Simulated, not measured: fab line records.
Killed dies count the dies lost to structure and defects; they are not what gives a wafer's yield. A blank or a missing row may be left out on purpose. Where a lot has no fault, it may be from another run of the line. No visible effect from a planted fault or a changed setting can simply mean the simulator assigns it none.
fab line records	flow n5-finfet
[record] lots = 6	wafers = 18	last-day = 17
route steps=1938 shown WELL_APT@21 PMOS_HMC_CHANNEL_EPI@57 BEOL_M4@1111
lots that met no fault: taken from a fault-free run of the same line
start-h: start of the lot's first displayed wafer, in hours after the record's first day	wait-h: hours since the lot's step before	" identical to the entry in the row above	L1.1+2: a row that stands for several wafers	- no value, or no start was given	* or withheld: withheld	< > ~ a bound
route shown NAME@n: a module of which the file shows steps, and the number in the route of the first	usual: the fault-free wafers' mean and standard deviation	same: alike in all rows	chamber/n: place in a boat	sites: readings site by site	_std_site: their standard deviation	_edge_site: the outer-site mean with the inner-site mean subtracted	radius-mm: for every site, how far away it sits from the centre of the wafer	mask NAME#n: copy n	behind: tool/chamber where the wafer was last shaped	hold: why the lot was held/for how many hours/how that ended	device: the transistor (n, p or np) that didn't switch	end of line: tests run on the same wafers once the route is complete	step lacking rows: just its recipe	killed: not the wafer's yield, but the dies lost to structure and defects at the first sort	map: the dies of a wafer, with x for killed, . for not killed, _ for no die there
set.NAME: the run value of the setting; set.NAME@STEP: its run value at that earlier step	model.NAME: the simulator's own value behind a step, which no gauge read
certain route steps with their lots: each step a table, each wafer a row
services: from which hour (start-h, from the record's first day; less than 0 if before it) a tool's chamber was out of use, for how many hours, and why
[[steps]]
[step N5_WELL_APT_COAT_02]
[recipe] spin-rpm = 1357	resist-thk-nm = 950
[step N5_WELL_APT_EBR_04]
[recipe] solvent = PGMEA	ebr-width-mm = 1.5
[step N5_WELL_APT_SOFTBAKE_03]
[recipe] temp-c = 130	time-s = 60
[step N5_WELL_APT_EXPOSE_05]
[recipe] mask-id = NWELL	na = 0.8	source-shape = conventional	sigma-outer = 0.8	polarization = unpolarized	defocus-nm = 0	target-cd-nm = 200	dose-mj = 20.3
[step N5_WELL_APT_PEB_06]
[recipe] peb-temp-c = 130	peb-time-s = 90
[step N5_WELL_APT_DEVELOP_07]
[recipe] develop-time-s = 45	rinse-liquid = surfactant-rinse	dry = air-spin	dev-temp-c = 21
[step N5_WELL_APT_HARDBAKE_12]
[recipe] temp-c = 130	time-s = 120
[step N5_WELL_APT_CD_MEAS_08]
[recipe] target-cd-nm = 200	landing-energy-ev = 500	detector = se-inlens
[usual] cd-nm = 199.9/1.1
[same] landing-energy-ev = 500
lot.wafer	tool	chamber	start-h	wait-h	cd-nm
L226.2	cd-sem-03	0	43.69	-	200.6
L226.4	"	0	"	"	199.0
L226.6	"	0	"	"	200.3
L228.4	cd-sem-02	0	55.58	-	199.7
L228.5	"	0	"	"	200.2
L228.6	"	0	"	"	200.4
L234.2	cd-sem-02	0	92.46	-	201.2
L234.3	"	0	"	"	200.1
L234.6	"	0	"	"	201.1
L235.1	cd-sem-01	0	97.72	-	200.0
L235.4	"	0	"	"	199.8
L235.6	"	0	"	"	199.9
L239.1	cd-sem-03	0	122.07	-	199.6
L239.2	"	0	"	"	199.0
L239.3	"	0	"	"	198.3
L244.2	cd-sem-03	0	151.73	-	202.0
L244.4	"	0	"	"	202.2
L244.5	"	0	"	"	201.2
[step N5_WELL_APT_OVL_MEAS_09]
[recipe] points-per-wafer = 44
[usual] NWELL_OVL = -3/4.9
lot.wafer	tool	chamber	start-h	wait-h	NWELL_OVL[nm]
L226.2	overlay-01	0	43.72	0.0	-2
L226.4	"	0	"	"	1
L226.6	"	0	"	"	-3
L228.4	overlay-02	0	55.61	0.0	-3
L228.5	"	0	"	"	-2
L228.6	"	0	"	"	-6
L234.2	overlay-01	0	92.49	0.0	-1
L234.3	"	0	"	"	-6
L234.6	"	0	"	"	4
L235.1	overlay-01	0	97.75	0.0	-7
L235.4	"	0	"	"	-4
L235.6	"	0	"	"	-5
L239.1	overlay-02	0	122.10	0.0	2
L239.2	"	0	"	"	-9
L239.3	"	0	"	"	-7
L244.2	overlay-02	0	151.77	0.0	-6
L244.4	"	0	"	"	0
L244.5	"	0	"	"	-2
[step N5_WELL_APT_INSPECT_10]
[recipe] mode = adi	inspect-instrument = macro
[usual] raw-defect-count = 2.0/1.4
lot.wafer	tool	chamber	start-h	wait-h	raw-defect-count
L226.2	defect-inspect-01	-	43.75	0.0	1
L226.4	"	-	"	"	4
L226.6	"	-	"	"	0
L228.4	defect-inspect-01	-	55.64	0.0	2
L228.5	"	-	"	"	3
L228.6	"	-	"	"	1
L234.2	defect-inspect-02	-	92.51	0.0	6
L234.3	"	-	"	"	2
L234.6	"	-	"	"	2
L235.1	defect-inspect-02	-	97.77	0.0	4
L235.4	"	-	"	"	1
L235.6	"	-	"	"	1
L239.1	defect-inspect-01	-	122.12	0.0	2
L239.2	"	-	"	"	3
L239.3	"	-	"	"	1
L244.2	defect-inspect-02	-	151.80	0.0	1
L244.4	"	-	"	"	1
L244.5	"	-	"	"	1
[step N5_WELL_APT_DESCUM_13]
[recipe] chemistry = O2	time-s = 7.9	source-power-w = 50	bias-power-w = 20	pressure-mtorr = 20	rf-frequency-hz = 2.712e+07	temp-c = 40	o2-flow-sccm = 225
[usual] drypump-motor-current-A = 5.8/0.48	o2-flow-sccm = 225.1/0.67	oes-product-au = 0.77/0.071	rf-vpp-V = 243.5/1.5	showerhead-plenum-p-Torr = 2.11/0.088	throttle-valve-pct = 20.43/0.2
lot.wafer	tool	chamber	start-h	wait-h	drypump-motor-current-A	o2-flow-sccm	oes-product-au	rf-hours-counter-h	rf-vpp-V	showerhead-plenum-p-Torr	throttle-valve-pct
L226.2	rie-diel-01	1	43.90	0.2	5.6	225.0	0.98	2	247.2	2.22	20.06
L226.4	"	0	"	"	5.6	225.9	0.77	126	242.8	2.01	20.49
L226.6	"	1	"	"	5.6	225.9	0.98	-	244.3	2.22	20.07
L228.4	rie-diel-01	0	55.72	0.1	5.7	225.4	0.78	130	241.5	2.01	20.52
L228.5	"	1	"	"	5.6	224.8	0.95	-	246.4	2.22	20.07
L228.6	"	2	"	"	5.0	224.6	0.73	-	243.6	2.16	20.72
L234.2	rie-diel-02	2	92.77	0.3	6.1	225.7	0.81	76	243.9	2.22	20.27
L234.3	"	0	"	"	5.5	224.5	0.69	226	240.8	1.98	20.35
L234.6	"	0	"	"	5.5	224.4	0.69	-	242.4	1.97	20.37
L235.1	rie-diel-06	1	97.80	0.0	5.0	224.2	0.68	248	241.4	2.05	20.50
L235.4	"	2	"	"	5.4	226.2	0.76	-	243.9	2.18	20.75
L235.6	"	3	"	"	6.4	224.9	0.79	-	241.1	2.10	20.62
L239.1	rie-diel-01	3	122.15	0.0	6.2	225.5	0.78	110	244.7	2.20	20.40
L239.2	"	1	"	"	5.6	225.3	0.89	30	245.1	2.21	20.10
L239.3	"	2	"	"	5.0	226.4	0.71	217	243.4	2.15	20.76
L244.2	rie-diel-06	0	151.83	0.0	5.7	224.8	0.93	15	242.0	2.05	20.22
L244.4	"	2	"	"	5.4	225.6	0.74	168	244.1	2.17	20.79
L244.5	"	2	"	"	5.5	225.8	0.74	-	243.7	2.17	20.81
[step N5_WELL_APT_IMPLANT_14]
[recipe] species = P	energy-kev = 160	dose-cm2 = 1.5e+13	tilt-deg = 0	rotation-deg = 0
[step N5_WELL_APT_IMPLANT_15]
[recipe] species = As	energy-kev = 25	dose-cm2 = 1.5e+13	tilt-deg = 0	rotation-deg = 0
[usual] dose-ions-cm2 = 1.5e+13/1.8e+10	faraday-current-uA = 190/3.8
lot.wafer	tool	chamber	start-h	wait-h	dose-ions-cm2	faraday-current-uA
L226.2	implanter-01	0	44.21	0.1	1.5005e+13	188
L226.4	"	0	"	"	1.4987e+13	187
L226.6	"	0	"	"	1.4996e+13	194
L228.4	implanter-02	0	56.09	0.1	1.5017e+13	193
L228.5	"	0	"	"	1.5011e+13	188
L228.6	"	0	"	"	1.5003e+13	190
L234.2	implanter-01	0	93.08	0.1	8.837e+12	110
L234.3	"	0	"	"	8.826e+12	111
L234.6	"	0	"	"	8.839e+12	108
L235.1	implanter-02	0	98.08	0.1	1.5034e+13	188
L235.4	"	0	"	"	1.5008e+13	194
L235.6	"	0	"	"	1.4995e+13	198
L239.1	implanter-01	0	122.44	0.1	8.867e+12	111
L239.2	"	0	"	"	8.84e+12	111
L239.3	"	0	"	"	8.849e+12	111
L244.2	implanter-02	0	152.14	0.1	1.4979e+13	184
L244.4	"	0	"	"	1.4965e+13	195
L244.5	"	0	"	"	1.4998e+13	186
[step N5_WELL_APT_STRIP_16]
[recipe] chemistry = SPM	time-s = 900	temp-c = 130	h2so4-h2o2-vol-ratio = 4	dry = ipa-marangoni
[step N5_WELL_APT_HMDS_18]
[recipe] time-s = 60	temp-c = 120
[step N5_WELL_APT_COAT_19]
[recipe] spin-rpm = 1357	resist-thk-nm = 950
[step N5_WELL_APT_EBR_21]
[recipe] solvent = PGMEA	ebr-width-mm = 1.5
[step N5_WELL_APT_SOFTBAKE_20]
[recipe] temp-c = 130	time-s = 60
[step N5_WELL_APT_EXPOSE_22]
[recipe] mask-id = PWELL	na = 0.8	source-shape = conventional	sigma-outer = 0.8	polarization = unpolarized	defocus-nm = 0	target-cd-nm = 200	dose-mj = 23.2
[step N5_WELL_APT_PEB_23]
[recipe] peb-temp-c = 130	peb-time-s = 90
[step N5_WELL_APT_DEVELOP_24]
[recipe] develop-time-s = 45	rinse-liquid = surfactant-rinse	dry = air-spin	dev-temp-c = 21
[step N5_WELL_APT_HARDBAKE_29]
[recipe] temp-c = 130	time-s = 120
[step N5_WELL_APT_CD_MEAS_25]
[recipe] target-cd-nm = 200	landing-energy-ev = 500	detector = se-inlens
[usual] cd-nm = 199.9/1.3
[same] landing-energy-ev = 500
lot.wafer	tool	chamber	start-h	wait-h	cd-nm
L226.2	cd-sem-01	0	44.97	-	201.6
L226.4	"	0	"	"	200.3
L226.6	"	0	"	"	199.5
L228.4	cd-sem-03	0	56.79	-	199.6
L228.5	"	0	"	"	198.3
L228.6	"	0	"	"	199.7
L234.2	cd-sem-03	0	93.80	-	201.4
L234.3	"	0	"	"	202.0
L234.6	"	0	"	"	201.9
L235.1	cd-sem-03	0	98.86	-	201.0
L235.4	"	0	"	"	199.6
L235.6	"	0	"	"	202.0
L239.1	cd-sem-01	0	123.32	-	199.3
L239.2	"	0	"	"	201.0
L239.3	"	0	"	"	199.4
L244.2	cd-sem-01	0	152.99	-	198.1
L244.4	"	0	"	"	198.2
L244.5	"	0	"	"	198.7
[step N5_WELL_APT_OVL_MEAS_26]
[recipe] points-per-wafer = 44
[usual] PWELL_OVL = 3/4.6
lot.wafer	tool	chamber	start-h	wait-h	PWELL_OVL[nm]
L226.2	overlay-02	0	45.00	0.0	2
L226.4	"	0	"	"	2
L226.6	"	0	"	"	-6
L228.4	overlay-02	0	56.82	0.0	8
L228.5	"	0	"	"	3
L228.6	"	0	"	"	5
L234.2	overlay-01	0	93.83	0.0	1
L234.3	"	0	"	"	-4
L234.6	"	0	"	"	4
L235.1	overlay-01	0	98.89	0.0	5
L235.4	"	0	"	"	6
L235.6	"	0	"	"	3
L239.1	overlay-02	0	123.35	0.0	4
L239.2	"	0	"	"	5
L239.3	"	0	"	"	-1
L244.2	overlay-02	0	153.02	0.0	12
L244.4	"	0	"	"	14
L244.5	"	0	"	"	9
[step N5_WELL_APT_INSPECT_27]
[recipe] mode = adi	inspect-instrument = macro
[usual] raw-defect-count = 2.0/1.4
lot.wafer	tool	chamber	start-h	wait-h	raw-defect-count
L226.2	defect-inspect-02	-	45.03	0.0	1
L226.4	"	-	"	"	4
L226.6	"	-	"	"	2
L228.4	defect-inspect-02	-	56.84	0.0	3
L228.5	"	-	"	"	2
L228.6	"	-	"	"	1
L234.2	defect-inspect-02	-	93.86	0.0	2
L234.3	"	-	"	"	4
L234.6	"	-	"	"	0
L235.1	defect-inspect-01	-	98.91	0.0	3
L235.4	"	-	"	"	0
L235.6	"	-	"	"	2
L239.1	defect-inspect-02	-	123.37	0.0	2
L239.2	"	-	"	"	3
L239.3	"	-	"	"	3
L244.2	defect-inspect-01	-	153.05	0.0	0
L244.4	"	-	"	"	4
L244.5	"	-	"	"	1
[step N5_WELL_APT_DESCUM_30]
[recipe] chemistry = O2	time-s = 7.9	source-power-w = 50	bias-power-w = 20	pressure-mtorr = 20	rf-frequency-hz = 2.712e+07	temp-c = 40	o2-flow-sccm = 225
[usual] drypump-motor-current-A = 5.8/0.48	o2-flow-sccm = 224.9/0.64	oes-product-au = 0.78/0.074	rf-vpp-V = 243.5/1.5	showerhead-plenum-p-Torr = 2.12/0.086	throttle-valve-pct = 20.41/0.2
lot.wafer	tool	chamber	start-h	wait-h	drypump-motor-current-A	o2-flow-sccm	oes-product-au	rf-hours-counter-h	rf-vpp-V	showerhead-plenum-p-Torr	throttle-valve-pct
L226.2	rie-diel-02	2	45.06	0.0	6.1	225.3	0.84	59	245.3	2.22	20.25
L226.4	"	1	"	"	6.5	225.0	0.75	170	245.1	2.17	20.43
L226.6	"	2	"	"	6.1	224.6	0.85	-	245.0	2.22	20.26
L228.4	rie-diel-02	0	57.41	0.6	5.5	223.7	0.70	214	241.5	1.98	20.33
L228.5	"	3	"	"	5.9	225.8	0.80	-	241.2	2.03	20.17
L228.6	"	2	"	"	6.1	224.4	0.84	-	244.8	2.22	20.28
L234.2	rie-diel-06	1	93.89	0.0	5.0	225.4	0.67	246	242.2	2.05	20.49
L234.3	"	3	"	"	6.4	225.1	0.80	102	243.7	2.10	20.60
L234.6	"	3	"	"	6.4	225.2	0.80	-	242.7	2.10	20.59
L235.1	rie-diel-02	3	98.95	0.0	5.8	224.2	0.78	107	242.5	2.02	20.19
L235.4	"	2	"	"	6.1	224.4	0.81	-	244.5	2.21	20.28
L235.6	"	1	"	"	6.5	225.4	0.72	-	243.1	2.17	20.46
L239.1	rie-diel-02	1	123.41	0.0	6.5	223.3	0.72	201	244.4	2.16	20.47
L239.2	"	0	"	"	5.5	225.8	0.69	234	241.1	1.97	20.38
L239.3	"	3	"	"	5.9	225.2	0.77	117	242.0	2.02	20.21
L244.2	rie-diel-01	1	153.08	0.0	5.6	226.5	0.87	42	244.7	2.21	20.11
L244.4	"	2	"	"	5.0	225.2	0.70	229	243.2	2.15	20.78
L244.5	"	3	"	"	6.2	223.9	0.79	-	245.1	2.19	20.40
[step N5_WELL_APT_IMPLANT_31]
[recipe] species = B	energy-kev = 60	dose-cm2 = 1.5e+13	tilt-deg = 0	rotation-deg = 0
[step N5_WELL_APT_IMPLANT_32]
[recipe] species = BF2	energy-kev = 50	dose-cm2 = 2e+13	tilt-deg = 0	rotation-deg = 0
[step N5_WELL_APT_STRIP_33]
[recipe] chemistry = SPM	time-s = 900	temp-c = 130	h2so4-h2o2-vol-ratio = 4	dry = ipa-marangoni
[step N5_WELL_APT_RTA_34]
[recipe] temp-c = 1000	time-s = 10	ambient = N2	idle-temp-c = 600	ramp-up-c-per-s = 150	ramp-down-c-per-s = 60	cool-to-c = 600
[usual] lamp-power-pct = 13.00/0.056	wafer_temp_C_max = 1003.6/1.1
lot.wafer	tool	chamber	start-h	wait-h	lamp-power-pct	wafer_temp_C_max
L226.2	rtp-anneal-02	0	46.00	0.2	12.96	1002.6
L226.4	"	0	"	"	13.02	1005.1
L226.6	"	0	"	"	13.06	1003.5
L228.4	rtp-anneal-01	0	58.24	0.1	13.00	1003.4
L228.5	"	0	"	"	12.99	1002.8
L228.6	"	0	"	"	13.01	1003.6
L234.2	rtp-anneal-01	0	94.71	0.0	13.04	1003.4
L234.3	"	0	"	"	13.03	1004.1
L234.6	"	0	"	"	13.04	1003.8
L235.1	rtp-anneal-02	0	99.71	0.0	13.07	1003.2
L235.4	"	0	"	"	13.06	1003.2
L235.6	"	0	"	"	12.94	1003.6
L239.1	rtp-anneal-01	0	124.19	0.0	13.08	1004.9
L239.2	"	0	"	"	12.84	1004.0
L239.3	"	0	"	"	13.01	1003.6
L244.2	rtp-anneal-02	0	153.86	0.0	13.01	1002.1
L244.4	"	0	"	"	13.04	1002.3
L244.5	"	0	"	"	13.03	1004.7
[step N5_WELL_APT_OXIDE_STRIP_42]
[recipe] chemistry = dHF	dilution = 25:1	time-s = 45	temp-c = 25	target = SiO2	target-depth-a = 120
[step N5_WELL_APT_PRECLEAN_36]
[recipe] chemistry = O3/DIW	time-s = 45	temp-c = 22	o3-ppm = 10
[step N5_WELL_APT_PRECLEAN_39]
[recipe] chemistry = dHF	time-s = 60	dilution = 150:1	temp-c = 25
[step N5_WELL_APT_SRD_37]
[recipe] dry = ipa-marangoni	do-ppb = 5	time-s = 30	temp-c = 23	rinse-liquid = diw
[step N5_WELL_APT_EPI_41]
[recipe] material = Si	target-thk-a = 500	temp-c = 650	precursor = SiH4/H2	pressure-torr = 20	time-s = 297.7
[usual] throttle-valve-pct = 11.5/0.58
lot.wafer	tool	chamber	start-h	wait-h	throttle-valve-pct
L226.2	epi-rpcvd-04	0	46.32	0.1	12.0
L226.4	"	0	"	"	11.9
L226.6	"	0	"	"	12.1
L228.4	epi-rpcvd-03	0	58.71	0.3	10.8
L228.5	"	0	"	"	10.8
L228.6	"	0	"	"	10.5
L234.2	epi-rpcvd-04	0	95.06	0.2	12.1
L234.3	"	0	"	"	11.9
L234.6	"	0	"	"	11.7
L235.1	epi-rpcvd-03	0	99.95	0.0	10.9
L235.4	"	0	"	"	10.7
L235.6	"	0	"	"	10.9
L239.1	epi-rpcvd-03	0	124.43	0.0	10.8
L239.2	"	0	"	"	10.7
L239.3	"	0	"	"	10.8
L244.2	epi-rpcvd-03	0	154.20	0.1	10.7
L244.4	"	0	"	"	11.1
L244.5	"	0	"	"	11.0
[step N5_WELL_APT_INSPECT_38]
[recipe] inspect-instrument = darkfield	mode = post-epi
[usual] raw-defect-count = 13/4.8
lot.wafer	tool	chamber	start-h	wait-h	raw-defect-count
L226.2	defect-inspect-01	-	46.86	0.4	9
L226.4	"	-	"	"	9
L226.6	"	-	"	"	7
L228.4	defect-inspect-01	-	59.05	0.2	7
L228.5	"	-	"	"	2
L228.6	"	-	"	"	18
L234.2	defect-inspect-01	-	95.76	0.6	11
L234.3	"	-	"	"	15
L234.6	"	-	"	"	13
L235.1	defect-inspect-02	-	100.59	0.5	18
L235.4	"	-	"	"	3
L235.6	"	-	"	"	11
L239.1	defect-inspect-01	-	125.06	0.5	10
L239.2	"	-	"	"	11
L239.3	"	-	"	"	14
L244.2	defect-inspect-02	-	154.73	0.4	16
L244.4	"	-	"	"	22
L244.5	"	-	"	"	16
[step N5_PMOS_HMC_CHANNEL_EPI_HM_DEP_34]
[recipe] material = SiO2	target-thk-a = 360	temp-c = 400	precursor = TEOS/O2	pressure-torr = 6.5	rf-w = 900	teos-flow-sccm = 161.4	gas = O2	flow-sccm = 2650	time-s = 6.9
[usual] heater-power-w = 564/93	showerhead-plenum-p-Torr = 8.34/0.037	throttle-valve-pct = 18.5/1.1
lot.wafer	tool	chamber	start-h	wait-h	heater-power-w	showerhead-plenum-p-Torr	throttle-valve-pct
L226.2	pecvd-03	0	46.89	0.0	696	8.35	19.1
L226.4	"	2	"	"	511	8.32	17.2
L226.6	"	1	"	"	493	8.37	20.5
L228.4	pecvd-01	1	59.10	0.0	464	8.41	18.7
L228.5	"	1	"	"	479	8.41	19.2
L228.6	"	0	"	"	570	8.34	18.7
L234.2	pecvd-04	1	95.80	0.0	684	8.33	17.7
L234.3	"	2	"	"	702	8.33	17.1
L234.6	"	2	"	"	722	8.33	16.9
L235.1	pecvd-01	1	100.62	0.0	479	8.43	18.8
L235.4	"	0	"	"	600	8.32	18.4
L235.6	"	1	"	"	475	8.41	18.8
L239.1	pecvd-03	0	125.10	0.0	618	8.39	18.9
L239.2	"	1	"	"	591	8.37	20.4
L239.3	"	2	"	"	530	8.31	17.2
L244.2	pecvd-01	2	154.77	0.0	461	8.26	17.8
L244.4	"	2	"	"	461	8.31	17.4
L244.5	"	1	"	"	481	8.39	19.1
[step N5_PMOS_HMC_CHANNEL_EPI_COAT_31]
[recipe] resist = BARC	temp-c = 205	time-s = 60	spin-rpm = 1500	resist-thk-nm = 66
[step N5_PMOS_HMC_CHANNEL_EPI_COAT_03]
[recipe] resist = CAR-ArF-block	spin-rpm = 1500	resist-thk-nm = 205
[step N5_PMOS_HMC_CHANNEL_EPI_EBR_05]
[recipe] solvent = PGMEA	ebr-width-mm = 1.5
[step N5_PMOS_HMC_CHANNEL_EPI_SOFTBAKE_04]
[recipe] temp-c = 110	time-s = 60	resist = CAR-ArF-block
[step N5_PMOS_HMC_CHANNEL_EPI_EXPOSE_06]
[recipe] mask-id = PMOS_HMC_BLK	na = 1.35	source-shape = conventional	sigma-outer = 0.8	polarization = unpolarized	target-cd-nm = 240	dose-mj = 41
[step N5_BEOL_M4_RC_MEAS_101]
[usual] CJ_P = 5.82/0.12	DIBL_N = 36.5/1.4	DIBL_P = 36.6/1.6	IOFF_N = 0.160/0.024	IOFF_P = 0.217/0.029	ION_N = 674/8.7	ION_P = 464/6.5	SS_N = 71.6/0.47	SS_P = 73.4/0.57	VT_N = 250.0/2.5	VT_P = -250/3.1
lot.wafer	tool	chamber	start-h	wait-h	CJ_P	DIBL_N[mV/V]	DIBL_P[mV/V]	IOFF_N[nA/um]	IOFF_P[nA/um]	ION_N[uA/um]	ION_P[uA/um]	SS_N[mV/dec]	SS_P[mV/dec]	VT_N[mV]	VT_P[mV]
L226.2	prober-02	0	210.98	0.2	5.59	36.4	37.1	0.173	0.207	676	464	71.5	73.2	250.2	-250
L226.4	"	0	"	"	5.60	37.4	37.9	0.186	0.223	679	457	71.3	74.2	248.0	-251
L226.6	"	0	"	"	5.64	36.7	37.4	0.177	0.214	682	464	70.9	73.4	246.3	-253
L228.4	prober-01	0	216.48	0.5	5.86	38.5	37.2	0.182	0.244	677	469	72.0	73.7	246.1	-248
L228.5	"	0	"	"	5.78	38.2	38.1	0.179	0.262	672	468	72.0	73.8	250.8	-248
L228.6	"	0	"	"	5.85	34.9	32.6	0.116	0.173	658	464	71.0	72.9	254.1	-251
L234.2	prober-01	0	257.61	0.2	4.42	36.3	37.4	0.142	0.196	670	464	72.3	73.6	252.4	-254
L234.3	"	0	"	"	4.44	35.1	34.5	0.123	0.168	658	452	71.1	73.2	254.8	-254
L234.6	"	0	"	"	4.35	35.4	35.9	0.130	0.174	669	455	71.5	73.7	253.9	-254
L235.1	prober-02	0	260.27	0.0	5.74	37.5	37.1	0.164	0.228	676	468	72.0	73.8	251.5	-248
L235.4	"	0	"	"	5.74	35.9	36.0	0.144	0.210	671	462	72.1	72.0	252.7	-250
L235.6	"	0	"	"	5.81	37.0	37.2	0.159	0.241	671	463	71.9	73.0	250.1	-247
L239.1	prober-01	0	277.95	0.0	4.36	34.6	37.3	0.141	0.206	666	462	71.8	72.7	252.7	-252
L239.2	"	0	"	"	4.58	34.3	36.6	0.130	0.197	659	458	71.4	73.5	254.4	-252
L239.3	"	0	"	"	4.58	33.7	36.6	0.128	0.198	660	458	71.2	72.5	254.5	-253
L244.2	prober-02	0	304.29	0.2	5.68	38.1	38.6	0.208	0.260	689	466	71.6	73.7	244.8	-247
L244.4	"	0	"	"	5.84	37.4	36.5	0.174	0.223	680	465	72.1	73.2	249.1	-249
L244.5	"	0	"	"	5.90	37.2	36.6	0.172	0.221	677	460	71.8	73.5	249.9	-250
[[services]]
tool	chamber	start-h	hours	kind
rie-diel-01	1	22.71	-	clean
rie-diel-01	1	22.71	-	consumable-replace:focus-ring
rie-diel-01	1	22.71	-	consumable-replace:showerhead
rie-diel-01	1	22.71	16.1	scheduled-down
rie-diel-01	1	22.71	16.1	vent-cycle
rie-diel-01	-	22.98	14.6	pm
epi-rpcvd-03	-	23.58	6.0	pm
rtp-anneal-02	-	33.02	0.7	pm
pecvd-01	2	46.43	34.3	repair
rie-diel-06	-	57.20	3.8	repair
rie-diel-01	1	64.71	3.8	repair
pecvd-03	-	79.37	2.8	repair
rie-diel-06	0	82.34	-	clean
rie-diel-06	0	82.34	-	consumable-replace:focus-ring
rie-diel-06	0	82.34	29.6	scheduled-down
rie-diel-06	0	82.34	29.6	vent-cycle
implanter-02	-	90.88	4.3	pm
pecvd-04	0	91.93	6.3	repair
rie-diel-06	1	112.08	-	clean
epi-rpcvd-04	-	126.45	8.1	pm
epi-rpcvd-03	-	135.29	2.3	repair
pecvd-01	1	145.26	4.8	repair
pecvd-04	-	147.46	1.8	repair
rie-diel-06	-	152.14	4.3	pm
[[key]]
[first-sign] step = N5_WELL_APT_IMPLANT_15	reading = dose-ions-cm2	direction = down	sigmas = 99+	usual = 1.5e+13	struck = 8.843e+12
[effect] step = N5_WELL_APT_IMPLANT_15	reading = faraday-current-uA	direction = down	sigmas = 21	usual = 190	struck = 110
[effect] step = N5_BEOL_M4_RC_MEAS_101	reading = CJ_P	direction = down	sigmas = 12	usual = 5.82	struck = 4.46
met-at N5_WELL_APT_IMPLANT_15
struck-wafers L234.2,L234.3,L234.6,L239.1,L239.2,L239.3
onset-between 44.21 93.08
[fault] kind = process-parameter-drift	tool = implanter-01	chamber = -	onset-h = 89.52	steps = N5_WELL_APT_IMPLANT_15	channel = dose-cm2	offset = -6.1617e+12	shape = step	end-h = 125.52	acts-in = these-recipes-only	stated = 1.5e+13
